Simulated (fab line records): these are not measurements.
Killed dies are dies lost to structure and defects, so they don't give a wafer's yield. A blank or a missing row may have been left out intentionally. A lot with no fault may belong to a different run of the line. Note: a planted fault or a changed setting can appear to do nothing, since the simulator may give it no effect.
Chamber matching	flow nand harc	4 sister chambers for NHARC_P_STI_ETCH_15 on rie si-02
The step etches the open film in HBr/Cl2, target depth 300 nm, time 100.1 s. 8 wafers are shown with their chamber, then 8 later ones without.

WAFERS, EACH WITH ITS CHAMBER
wafer	chamber	drypump motor current A (A)	he backside leak sccm (sccm)
L876.2	2	6.2	2.85
L876.6	0	4.8	2.64
L882.5	2	6.2	2.63
L882.6	3	5.5	2.21
L884.1	1	6.5	2.76
L884.2	3	5.5	2.42
L884.4	0	4.8	2.70
L885.3	1	6.6	2.86

WAFERS WITHOUT THEIR CHAMBER
wafer	drypump motor current A (A)	he backside leak sccm (sccm)
L885.5	6.6	2.89
L885.6	6.2	2.90
L886.2	6.2	2.88
L886.3	6.5	2.81
L886.6	4.8	2.67
L888.2	6.5	2.79
L888.3	5.5	2.31
L888.6	5.5	2.38

WHICH CHAMBER EACH WENT THROUGH
wafer	from the rows above	in truth
L885.5	1	1
L885.6	2	2
L886.2	2	2
L886.3	1	1
L886.6	0	0
L888.2	1	1
L888.3	3	3
L888.6	3	3
8 of 8 placed correctly. Number that these rows cannot place: 0. 0 placed wrongly.
How it was worked out, from the rows above alone: a wafer's distance from a chamber is the root of the sum, over the readings, of the square of ((its reading less the chamber's mean) divided by the reading's scatter). The wafer belongs to the nearest chamber; if the next one is less than 2 further off, it can't be placed. A chamber's mean is the mean of its shown wafers. The scatter is the square root of a quotient: the sum, over the shown wafers, of each reading's squared deviation from its chamber's mean, divided by wafers minus chambers.
